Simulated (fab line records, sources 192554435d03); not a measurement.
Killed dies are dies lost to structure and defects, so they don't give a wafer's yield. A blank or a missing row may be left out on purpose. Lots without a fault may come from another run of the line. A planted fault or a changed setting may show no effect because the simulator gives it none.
Chamber matching | flow n5_finfet | N5_GATE_CUT_SAC_CAP_01 on ald_sin-03: 4 sister chambers
The step material SiNx, target thk 24 nm, pulse time 1 s, ald cycles 480. 4 wafers are shown with their chamber, then 12 later ones without.

WAFERS WITH THEIR CHAMBER
wafer  | chamber | heater_power_w (W)
L087.5 | 3       | 910
L088.1 | 2       | 841
L088.4 | 0       | 1132
L088.5 | 1       | 663

WAFERS WITHOUT THEIR CHAMBER
wafer  | heater_power_w (W)
L093.1 | 925
L093.3 | 1122
L093.4 | 1135
L095.2 | 662
L095.5 | 670
L095.6 | 856
L096.3 | 1123
L096.5 | 674
L096.6 | 1113
L097.2 | 1120
L097.3 | 653
L097.5 | 671

WHICH CHAMBER EACH WENT THROUGH
wafer  | from the rows above | in truth
L093.1 | 3                   | 3
L093.3 | 0                   | 0
L093.4 | 0                   | 0
L095.2 | 1                   | 1
L095.5 | 1                   | 1
L095.6 | 2                   | 2
L096.3 | 0                   | 0
L096.5 | 1                   | 1
L096.6 | 0                   | 0
L097.2 | 0                   | 0
L097.3 | 1                   | 1
L097.5 | 1                   | 1
Placed correctly: 12 of 12. Can't be placed from these rows: 0. Placed wrongly: 0.
How it was worked out, from the rows above alone: a wafer's distance from a chamber is the root of the sum, over the readings, of the square of ((its reading less the chamber's mean) divided by the reading's scatter). The wafer belongs to the nearest chamber; if the next one is less than 2 further off, it can't be placed. A chamber's mean is the mean of its shown wafers. The scatter: with one shown wafer a chamber, the root of the mean of the squares of how far each hidden wafer lies from its nearest shown one.
